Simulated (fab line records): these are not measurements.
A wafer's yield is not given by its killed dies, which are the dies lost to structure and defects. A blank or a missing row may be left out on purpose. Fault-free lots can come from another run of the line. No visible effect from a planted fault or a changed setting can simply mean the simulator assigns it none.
Chamber matching | flow nand_harc | NHARC_P_M1_PRE_CLEAN_32 on pecvd-03: 3 sister chambers
The step time 12 s. 16 wafers are shown with their chamber, then 8 later ones without.

## WAFERS, EACH WITH ITS CHAMBER
wafer  | chamber | heater_power_w (W) | heater_power_outer_w (W)
L848.1 | 0       | 610                | 388
L848.3 | 2       | 680                | 382
L848.6 | 2       | 661                | 376
L851.2 | 1       | 663                | 374
L851.3 | 0       | 674                | 424
L851.5 | 0       | 668                | 437
L849.2 | 2       | 709                | 425
L849.3 | 0       | 687                | 445
L849.5 | 1       | 749                | 428
L852.3 | 2       | 720                | 426
L852.4 | 0       | 595                | 370
L852.5 | 1       | 754                | 445
L856.1 | 2       | 654                | 404
L856.3 | 1       | 746                | 435
L856.4 | 2       | 674                | 390
L866.2 | 1       | 751                | 437

SIGNATURES, as means of the wafers listed above
reading              | chamber 0 | chamber 1 | chamber 2 | scatter within a chamber
heater_power_w       | 646.80    | 732.60    | 683.00    | 35.5
heater_power_outer_w | 412.80    | 423.80    | 400.50    | 27.4
Rule: a wafer lies at a distance from a chamber equal to the root of the sum of squares, over the readings, of (its reading less the chamber's mean, divided by the reading's scatter). If the next closest chamber is less than 2 further off than the closest, the wafer can't be placed; otherwise it belongs to the closest. How the scatter is found: for the shown wafers, subtract from each reading the mean of its chamber, square and add these, divide the total by (wafers less chambers), then take the root.

## WAFERS WITHOUT THEIR CHAMBER
wafer  | heater_power_w (W) | heater_power_outer_w (W)
L866.4 | 741                | 439
L866.5 | 694                | 404
L865.3 | 755                | 446
L865.4 | 668                | 430
L865.5 | 675                | 358
L868.3 | 757                | 460
L868.4 | 636                | 367
L868.5 | 767                | 463

## WHICH CHAMBER EACH WENT THROUGH
wafer  | from the rows above          | in truth
L866.4 | can't be placed: 1 or 2      | 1
L866.5 | can't be placed: 2 or 1 or 0 | 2
L865.3 | can't be placed: 1 or 2      | 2
L865.4 | can't be placed: 0 or 2 or 1 | 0
L865.5 | can't be placed: 2 or 0 or 1 | 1
L868.3 | can't be placed: 1 or 2      | 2
L868.4 | can't be placed: 0 or 2 or 1 | 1
L868.5 | can't be placed: 1 or 2      | 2
Correct placement for 0 of the 8. Not placeable from these rows: 8 (in 8, the candidates include the true chamber). Placed wrongly: 0.
